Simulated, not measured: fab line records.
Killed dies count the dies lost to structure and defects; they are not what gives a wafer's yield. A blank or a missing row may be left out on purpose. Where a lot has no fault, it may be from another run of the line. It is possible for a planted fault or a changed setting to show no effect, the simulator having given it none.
Which tool is to blame? / flow nand harc / Sampling: 6 lots, 16 wafers, 2 of 1159 route steps

WHAT THE GAUGES SHOWED, per wafer
NHARC_A_CHANNEL_HOLE_D1_INSPECT_40.
lot=L329; measured=day 11 08:05; on=defect inspect-01; raw defect count=81 71 65
lot=L328; measured=day 11 12:40; on=defect inspect-02; raw defect count=58 58 42
lot=L333; measured=day 11 18:06; on=defect inspect-02; raw defect count=74 66 54
lot=L337; measured=day 12 06:58; on=defect inspect-01; raw defect count=1086 1093
lot=L342; measured=day 12 19:05; on=defect inspect-01; raw defect count=54 91 78
lot=L347; measured=day 13 08:58; on=defect inspect-01; raw defect count=46 52 62

WHICH TOOL RAN EACH LOT (tool, then ch and the chambers of the sampled wafers, then the start)
lot=L329; NHARC_A_CHANNEL_HOLE_D1_ETCH_33=har etch-01 ch 0,1, day 11 06:23
lot=L328; NHARC_A_CHANNEL_HOLE_D1_ETCH_33=har etch-02 ch 0,1, day 11 10:56
lot=L333; NHARC_A_CHANNEL_HOLE_D1_ETCH_33=har etch-01 ch 0,1, day 11 16:22
lot=L337; NHARC_A_CHANNEL_HOLE_D1_ETCH_33=har etch-02 ch 0, day 12 05:17
lot=L342; NHARC_A_CHANNEL_HOLE_D1_ETCH_33=har etch-01 ch 0,1, day 12 17:22
lot=L347; NHARC_A_CHANNEL_HOLE_D1_ETCH_33=har etch-01 ch 0,1, day 13 07:15
- NHARC_A_CHANNEL_HOLE_D1_ETCH_33: etches the open film in C4F8/O2/Ar, time 90 s, target depth 400 nm.

THE ANSWER, worked out from the rows above alone
Rule: usual is defined by the lots themselves. The widest of any qualifying gaps counts: lots, ordered by their means at a reading, are off when they make up no more than a third of the lots, leave a main group of 4 or more, and stand apart from it by 3 or more times the standard deviation of that group's means. If all means in a main group match to the digits the tables above print for the reading, that group is not used. A lot without any number at a reading at which 4 lots or more have one is off too. All remaining lots with rows at the step are treated as sound.
Off, at NHARC_A_CHANNEL_HOLE_D1_INSPECT_40 on raw defect count: L337. For the main group the mean is 63 and the standard deviation 9.1.
If a tool, at a process step before that reading, ran all the lots that are off and no sound lot after the first of them, it fits. Gauges at NHARC_A_CHANNEL_HOLE_D1_INSPECT_40: tried the same way as those tools. One fits: NHARC_A_CHANNEL_HOLE_D1_ETCH_33 on har etch-02. A fault onset in the window from L328 (day 11 10:56, its last sound lot) to L337 (day 12 05:17, its first lot off) fits.

WHAT WAS PUT IN BY THE SIMULATOR
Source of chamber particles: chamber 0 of har etch-02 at NHARC_A_CHANNEL_HOLE_D1_ETCH_33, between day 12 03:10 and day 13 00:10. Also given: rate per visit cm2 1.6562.
Struck lots among those shown: L337. This agrees with what the rule above found.
